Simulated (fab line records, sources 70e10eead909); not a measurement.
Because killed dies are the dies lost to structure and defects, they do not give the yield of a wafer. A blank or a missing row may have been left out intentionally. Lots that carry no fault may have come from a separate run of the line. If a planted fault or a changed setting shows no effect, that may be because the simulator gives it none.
Which tool did it? / flow nand harc / 6 lots, 18 wafers sampled, at 5 steps of a route of 1302

## WHAT THE GAUGES READ, wafer by wafer
NHARC_A_CONTACT_CD_MEAS_69: target cd 300 nm.
lot=L209; measured=day 22 13:59; on=cd sem-02; cd nm (nm)=298.9 298.8 299.6
lot=L212; measured=day 24 12:15; on=cd sem-03; cd nm (nm)=299.7 299.9 299.9
lot=L215; measured=day 26 00:53; on=cd sem-01; cd nm (nm)=300.9 300.9 301.3
lot=L219; measured=day 26 22:58; on=cd sem-01; cd nm (nm)=298.5 299.9 298.9
lot=L221; measured=day 28 05:20; on=cd sem-01; cd nm (nm)=295.5 296.0 296.3
lot=L229; measured=day 31 07:05; on=cd sem-01; cd nm (nm)=296.5 296.0 296.1

## WHAT TOOL EACH LOT RAN ON (gives the tool, then ch and the chambers of the sampled wafers, and finally the start)
lot=L209; NHARC_A_CONTACT_ETCH_118=har cap etch-03 ch 0,1, day 22 05:32; NHARC_A_CONTACT_ETCH_119=har cap etch-03 ch 0,1, day 22 05:43; NHARC_A_CONTACT_ETCH_96=rie diel-13 ch 0,3, day 22 13:50 or earlier; NHARC_A_CONTACT_EXPOSE_66=arfi scanner-01 ch 0, day 22 13:50
lot=L212; NHARC_A_CONTACT_ETCH_118=har cap etch-03 ch 0,1, day 24 05:16; NHARC_A_CONTACT_ETCH_119=har cap etch-03 ch 0,1, day 24 05:26; NHARC_A_CONTACT_ETCH_96=rie diel-03 ch 1,2,3, day 24 12:07 or earlier; NHARC_A_CONTACT_EXPOSE_66=arfi scanner-02 ch 0, day 24 12:07
lot=L215; NHARC_A_CONTACT_ETCH_118=har cap etch-01 ch 0,1, day 25 17:41; NHARC_A_CONTACT_ETCH_119=har cap etch-01 ch 0,1, day 25 17:51; NHARC_A_CONTACT_ETCH_96=rie diel-05 ch 0,1,2, day 26 00:45 or earlier; NHARC_A_CONTACT_EXPOSE_66=arfi scanner-02 ch 0, day 26 00:45
lot=L219; NHARC_A_CONTACT_ETCH_118=har cap etch-02 ch 0,1, day 26 14:46; NHARC_A_CONTACT_ETCH_119=har cap etch-02 ch 0,1, day 26 14:56; NHARC_A_CONTACT_ETCH_96=rie diel-13 ch 0,2, day 26 22:49 or earlier; NHARC_A_CONTACT_EXPOSE_66=arfi scanner-01 ch 0, day 26 22:49
lot=L221; NHARC_A_CONTACT_ETCH_118=har cap etch-01 ch 0,1, day 27 20:37; NHARC_A_CONTACT_ETCH_119=har cap etch-01 ch 0,1, day 27 20:47; NHARC_A_CONTACT_ETCH_96=rie diel-05 ch 0,2, day 28 05:12 or earlier; NHARC_A_CONTACT_EXPOSE_66=arfi scanner-02 ch 0, day 28 05:12
lot=L229; NHARC_A_CONTACT_ETCH_118=har cap etch-01 ch 0,1, day 31 00:03; NHARC_A_CONTACT_ETCH_119=har cap etch-01 ch 0,1, day 31 00:13; NHARC_A_CONTACT_ETCH_96=rie diel-03 ch 0,1,3, day 31 02:02; NHARC_A_CONTACT_EXPOSE_66=arfi scanner-02 ch 0, day 31 06:57
- NHARC_A_CONTACT_ETCH_118: etches the open film in C4F8/O2/Ar, time 190 s, target depth 1850 nm.
- NHARC_A_CONTACT_ETCH_119: etches the open film in C4F8/O2/Ar, time 190 s, target depth 1850 nm.
- NHARC_A_CONTACT_ETCH_96: etches the open film in C4F6/O2, target depth 20 nm, time 10 s.
- NHARC_A_CONTACT_EXPOSE_66: exposes mask A CC 2.

## THE ANSWER, worked out from the rows above alone
Rule: the usual values come from the lots themselves. Put in order of their means at a reading, lots are off if they are a third of the lots or fewer, leave a main group of 4 or more, and stand apart from it by a gap of 3 or more times the standard deviation of the main group's means; of several such gaps the widest counts. Not used: any main group whose means are identical at the precision the tables above print for the reading. A lot without any number at a reading at which 4 lots or more have one is off too. Any other lot the step has rows for is counted as sound.
Off at NHARC_A_CONTACT_CD_MEAS_69 (cd nm): L221, L229. For the main group the mean is 299.8 nm and the standard deviation 0.79.
If a tool, at a process step before that reading, ran all the lots that are off and no sound lot after the first of them, it fits. Gauges at NHARC_A_CONTACT_CD_MEAS_69: tried the same way as those tools. NHARC_A_CONTACT_ETCH_96 gives no start for some lots, so the hours and the order of its lots are those of NHARC_A_CONTACT_EXPOSE_66. Can't be told from this: 3 tools fit, har cap etch-01 at NHARC_A_CONTACT_ETCH_118 and NHARC_A_CONTACT_ETCH_119, arfi scanner-02 at NHARC_A_CONTACT_EXPOSE_66, cd sem-01 at NHARC_A_CONTACT_CD_MEAS_69.

## WHAT THE SIMULATOR PUT IN
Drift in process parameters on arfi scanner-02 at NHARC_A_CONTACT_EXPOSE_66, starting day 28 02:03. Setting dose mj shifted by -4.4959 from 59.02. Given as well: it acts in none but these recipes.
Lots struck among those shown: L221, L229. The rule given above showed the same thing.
